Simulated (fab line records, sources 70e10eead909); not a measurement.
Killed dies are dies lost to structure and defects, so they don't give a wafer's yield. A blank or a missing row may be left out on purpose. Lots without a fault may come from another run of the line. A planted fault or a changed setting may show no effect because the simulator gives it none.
A struck lot beside a sound one | flow nand_harc | 13 steps out of a route of 1159
Sound: wafers L933.2, L933.3, L933.6. Struck: wafer L935.4. (L935.1 of the same lot was not struck and is left out.) The cause comes at the end.
At each step with rows: each side's tool, then ch and its chambers, then its first start. Under that, the readings that differ: sound wafers | struck wafers | difference of the means | sigmas: that difference in standard deviations of wafers without a fault.
alike: readings whose means differ by less than 2 such deviations, and words and numbers that are the same on both sides. not compared: withheld readings, readings that some wafer has no value for, bounds like >300 that may hide the same value, and numbers for which the record gives no deviation and whose values overlap.
The two part at a step that has a row with sigmas, a row that says differs or no value, or rows on one side only. Numbers that don't overlap but have no deviation are shown without sigmas and don't part them. A reading that every wafer of one side lacks parts them only if that side has two wafers or more.

first, 5 steps without rows for these wafers: NHARC_A_STAIRCASE_PEB_07 (peb time 130 s); NHARC_A_STAIRCASE_DEVELOP_08 (time 140 s); NHARC_A_STAIRCASE_HARDBAKE_10 (time 140 s); NHARC_A_STAIRCASE_DESCUM_11 (chemistry O2, time 3 s); NHARC_A_STAIRCASE_TRIM_12 (chemistry O2, time 211.2 s).
NHARC_A_STAIRCASE_ETCH_13: etches the open film in C4F8/O2, target depth 100 nm, time 40.5 s.
  sound on rie_diel-08 ch 1,2; struck on rie_diel-05 ch 2
  alike: oes_product_au, rf_vpp_V
  not compared: rf_hours_counter_h
NHARC_A_STAIRCASE_TRIM_14: chemistry O2, time 211.2 s.
  sound on rie_diel-08 ch 0,2,3; struck on rie_diel-05 ch 2
  alike: drypump_motor_current_A, oes_product_au, rf_vpp_V, showerhead_plenum_p_Torr, throttle_valve_pct
  not compared: rf_hours_counter_h
then, 1 step without rows for these wafers: NHARC_A_STAIRCASE_ETCH_15 (etches the open film in C4F8/O2, target depth 100 nm, time 40.5 s).
NHARC_A_STAIRCASE_TRIM_16: chemistry O2, time 211.2 s.
  sound on rie_diel-08 ch 0,1; struck on rie_diel-05 ch 2
  alike: drypump_motor_current_A, oes_product_au, rf_vpp_V, showerhead_plenum_p_Torr, throttle_valve_pct
  not compared: rf_hours_counter_h
NHARC_A_STAIRCASE_ETCH_17: etches the open film in C4F8/O2, target depth 100 nm, time 40.5 s.
  sound on rie_diel-08 ch 1,2; struck on rie_diel-05 ch 3
  alike: oes_product_au, rf_vpp_V
  not compared: rf_hours_counter_h
NHARC_A_STAIRCASE_TRIM_18: chemistry O2, time 211.2 s.
  sound on rie_diel-08 ch 0,3; struck on rie_diel-05 ch 0
  reading                | sound                | struck | difference | sigmas
  oes_product_au (a.u.)  | 1.013 1.015 1.017    | 0.972  | -0.043     | -3
  throttle_valve_pct (%) | 17.047 17.041 17.053 | 17.024 | -0.023     | -2
  alike: drypump_motor_current_A, rf_vpp_V, showerhead_plenum_p_Torr
  not compared: rf_hours_counter_h
NHARC_A_STAIRCASE_ETCH_19: etches the open film in C4F8/O2, target depth 100 nm, time 40.5 s.
  sound on rie_diel-08 ch 2,3, day 12 19:49; struck on rie_diel-05 ch 2, day 12 23:34
  reading               | sound             | struck | difference | sigmas
  oes_product_au (a.u.) | 0.942 0.933 0.949 | 0.757  | -0.184     | -13
  alike: rf_vpp_V
  not compared: rf_hours_counter_h
then, 1 step without rows for these wafers: NHARC_END_SORT_01.

WHERE THEY PART
First at NHARC_A_STAIRCASE_TRIM_18; last, within this record, at NHARC_A_STAIRCASE_ETCH_19.

WHY: what the simulator had put in
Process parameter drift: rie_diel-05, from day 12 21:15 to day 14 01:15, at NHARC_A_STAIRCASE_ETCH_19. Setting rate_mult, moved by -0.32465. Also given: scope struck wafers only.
